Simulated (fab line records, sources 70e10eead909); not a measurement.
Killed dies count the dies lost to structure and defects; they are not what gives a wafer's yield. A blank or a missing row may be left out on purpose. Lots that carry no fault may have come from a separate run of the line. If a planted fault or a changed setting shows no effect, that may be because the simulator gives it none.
Which tool did it? | flow nand harc | 72 wafers from 24 lots sampled at 2 of the route's 1302 steps

WHAT EACH GAUGE READ, for each wafer
NHARC_A_CONTACT_CD_MEAS_42: the cd target is 300 nm.
lot  | measured     | on        | cd nm (nm)
L076 | day 22 00:18 | cd sem-01 | 300.5 299.8 300.1
L074 | day 22 02:08 | cd sem-01 | 299.5 300.0 300.3
L075 | day 22 09:01 | cd sem-02 | 300.5 300.3 301.2
L077 | day 23 00:11 | cd sem-01 | 300.5 300.5 300.1
L078 | day 23 01:10 | cd sem-01 | 299.5 299.8 300.3
L079 | day 23 05:20 | cd sem-01 | 300.1 300.8 300.5
L082 | day 23 19:50 | cd sem-03 | 300.9 300.8 301.3
L080 | day 23 20:23 | cd sem-02 | 299.1 299.1 299.6
L081 | day 23 22:26 | cd sem-03 | 300.3 299.3 299.7
L083 | day 25 11:53 | cd sem-03 | 300.2 300.4 300.3
L084 | day 25 23:37 | cd sem-01 | 299.9 299.5 299.7
L086 | day 26 10:10 | cd sem-01 | 299.1 299.9 299.4
L085 | day 26 10:43 | cd sem-03 | 300.6 299.8 300.6
L087 | day 27 06:56 | cd sem-02 | 300.4 300.0 298.8
L089 | day 27 17:04 | cd sem-02 | 300.5 300.6 300.1
L088 | day 27 23:35 | cd sem-03 | 299.7 299.7 299.9
L090 | day 29 05:49 | cd sem-03 | 299.3 299.2 300.3
L091 | day 29 11:56 | cd sem-01 | 300.5 299.6 299.3
L092 | day 29 14:13 | cd sem-02 | 300.8 300.3 299.8
L093 | day 29 18:17 | cd sem-01 | 300.3 299.9 300.2
L094 | day 29 19:44 | cd sem-03 | 299.8 300.2 300.6
L095 | day 30 05:23 | cd sem-02 | 300.4 299.8 301.3
L096 | day 30 06:11 | cd sem-03 | 299.9 300.3 299.6
L097 | day 30 19:52 | cd sem-03 | 299.3 299.6 299.7

EACH LOT AND THE TOOL THAT RAN IT (in order: tool; ch and the chambers of the sampled wafers; start)
lot  | NHARC_A_CONTACT_DEP_29
L076 | pecvd-02 ch 0,2, day 21 23:46
L074 | pecvd-01 ch 0,1,2, day 22 01:25
L075 | pecvd-02 ch 0,2, day 22 08:27
L077 | pecvd-01 ch 1,2, day 22 23:39
L078 | pecvd-02 ch 0,1,2, day 23 00:30
L079 | pecvd-01 ch 0,1,2, day 23 04:44
L082 | pecvd-02 ch 0,2, day 23 19:07
L080 | pecvd-04 ch 1,2, day 23 19:40
L081 | pecvd-04 ch 0,2, day 23 21:44
L083 | pecvd-04 ch 0,2, day 25 11:17
L084 | pecvd-04 ch 0,1,2, day 25 22:53
L086 | pecvd-04 ch 0,1, day 26 09:28
L085 | pecvd-04 ch 0,2, day 26 09:59
L087 | pecvd-01 ch 0,1, day 27 06:13
L089 | pecvd-01 ch 0,1,2, day 27 16:23
L088 | pecvd-01 ch 1,2, day 27 22:46
L090 | pecvd-04 ch 0,1,2, day 29 05:13
L091 | pecvd-02 ch 0,1,2, day 29 11:20
L092 | pecvd-04 ch 0,1,2, day 29 13:34
L093 | pecvd-04 ch 1,2, day 29 17:33
L094 | pecvd-02 ch 0,2, day 29 19:02
L095 | pecvd-01 ch 0,1,2, day 30 04:47
L096 | pecvd-04 ch 0,2, day 30 05:29
L097 | pecvd-04 ch 0,1,2, day 30 19:10
- NHARC_A_CONTACT_DEP_29: deposits SiON, target thk 100 nm.

AS READ BY THE TOOLS THEMSELVES (means over the sampled wafers that have a number; for cases with no such wafer, the mark the record gives instead)
NHARC_A_CONTACT_DEP_29.
lot  | tool     | heater power w (W)
L076 | pecvd-02 | 792
L074 | pecvd-01 | 728
L075 | pecvd-02 | 785
L077 | pecvd-01 | 731
L078 | pecvd-02 | 755
L079 | pecvd-01 | 784
L082 | pecvd-02 | 818
L080 | pecvd-04 | 738
L081 | pecvd-04 | 716
L083 | pecvd-04 | 670
L084 | pecvd-04 | 707
L086 | pecvd-04 | 748
L085 | pecvd-04 | 645
L087 | pecvd-01 | 760
L089 | pecvd-01 | 750
L088 | pecvd-01 | 745
L090 | pecvd-04 | 721
L091 | pecvd-02 | 764
L092 | pecvd-04 | 719
L093 | pecvd-04 | 667
L094 | pecvd-02 | 762
L095 | pecvd-01 | 773
L096 | pecvd-04 | 704
L097 | pecvd-04 | 698

THE ANSWER, worked out from the rows above alone
Rule: usual is defined by the lots themselves. Put in order of their means at a reading, lots are off if they are a third of the lots or fewer, leave a main group of 4 or more, and stand apart from it by a gap of 3 or more times the standard deviation of the main group's means; of several such gaps the widest counts. A main group whose means are all the same, to the digits that the tables above print for the reading, isn't used. A lot without any number at a reading at which 4 lots or more have one is off too. Where the step has rows for the other lots, those lots are counted as sound. First the gauges in route order, then the tools' own readings, where a lot's mean is used as printed above. At the first step where some lot is off, the reading lying furthest off is the one used; lots without a number count as furthest.
Nothing can be told from this: no lot is off at any reading shown.

WHAT THE SIMULATOR PUT IN
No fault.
